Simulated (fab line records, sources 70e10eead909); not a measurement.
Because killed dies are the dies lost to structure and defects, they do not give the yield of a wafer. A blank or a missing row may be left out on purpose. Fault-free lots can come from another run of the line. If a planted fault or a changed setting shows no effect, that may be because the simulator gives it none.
Problem report in the 8D (eight disciplines) form, filled by code / flow nand-harc / the parts of the form that need people (team, actions taken, sign-off) are left out

== 1. THE PROBLEM ==
Wafers without a fault read 999 nm, standard deviation 10; thk-nm at NHARC_A_ONON_D1_THK_MEAS_05 reads a mean of 656 nm on 3 wafers belonging to 2 lots. Measured from the usual mean, that is -34 standard deviations.
The step: measures by ellipsometry.
First observed at day 11 18:36: wafer L656.3, on film-metro-01. At this step, 39 wafers from 13 lots have a number in the record. By rule, "out" or "out of limits" means more than 4 standard deviations away from the usual mean. The rest of the wafers with a number are treated as sound.

== 2. WHAT IT IS; WHAT IT IS NOT ==
question=which readings at this step | is=thk-nm | is not=-
question=which lots | is=L656, L658 | is not=L641, L642, L643, L644, L645, L646, L649, L659, L661, L662, L663
question=which wafers of those lots | is=L656.3, L656.6, L658.3 | is not=L656.2, L658.1, L658.4
question=read on which gauges | is=film-metro-01, film-metro-02 | is not=-
question=when | is=from day 11 18:36 | is not=up to then (22 sound wafers); but 14 sound wafers of L658, L659, L661, L662, L663 came after

== 3. THE SUSPECTS, EACH WITH WHAT RULES IT OUT ==
Counting: if a tool at a process step up to the reading ran every lot that is out, it stays a suspect. Sound lots after the first of them don't rule it out here, since some wafers of a struck lot are sound.
- the gauge at NHARC_A_ONON_D1_THK_MEAS_05 is ruled out. 2 gauges (film-metro-01, film-metro-02) read the wafers that are out.
- pecvd-onon-03 at NHARC_A_ONON_D1_DEP_03 (target thk 1000 nm): kept. Every lot that is out went through it, the first being L656 (day 11 18:08); the last sound lot it ran before that was L643 (day 8 00:29).
Remaining after the count: pecvd-onon-03 at NHARC_A_ONON_D1_DEP_03.

== 4. THE CAUSE (what the simulator had put in) ==
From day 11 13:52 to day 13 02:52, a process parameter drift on pecvd-onon-03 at NHARC_A_ONON_D1_DEP_03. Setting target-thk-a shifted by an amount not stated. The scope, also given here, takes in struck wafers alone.
The count eliminated every tool but this one.

== 5. SEQUENCE OF EFFECTS, ordered by route ==
Each row: a reading where the mean over the struck wafers with a number is more than 3 standard deviations away from the usual. Scope: only readings with a usual standard deviation given in the record; hours: median across lots of the time from each lot's start at the first step in this table that gives one to its start at this step; sigmas: change in usual standard deviations.
hours=0; step=NHARC_A_ONON_D1_THK_MEAS_05; reading=thk-nm; usual=999 nm; on struck wafers=656; change=-343; sigmas=-34
hours=341; step=NHARC_END_SORT_01; reading=killed-at-array; usual=28; on struck wafers=674; change=+646; sigmas=+59
hours=341; step=NHARC_END_SORT_01; reading=killed-dies; usual=31; on struck wafers=677; change=+646; sigmas=+59

== 6. HOW IT WOULD HAVE BEEN CAUGHT EARLIER ==
5 hours passed between the start of the fault at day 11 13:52 and the first reading out of limits at a measuring or inspecting step in this record, taken at day 11 18:36.
Of the tool readings at NHARC_A_ONON_D1_DEP_03 for which the record gives a usual standard deviation, none was out on any struck wafer, so an alarm limit of 4 standard deviations on them would not have fired.
Among the 2 lots that are out, L658 began NHARC_A_ONON_D1_DEP_03 on pecvd-onon-03 after day 11 18:36. Had the tool been put on hold then, it would have been spared.
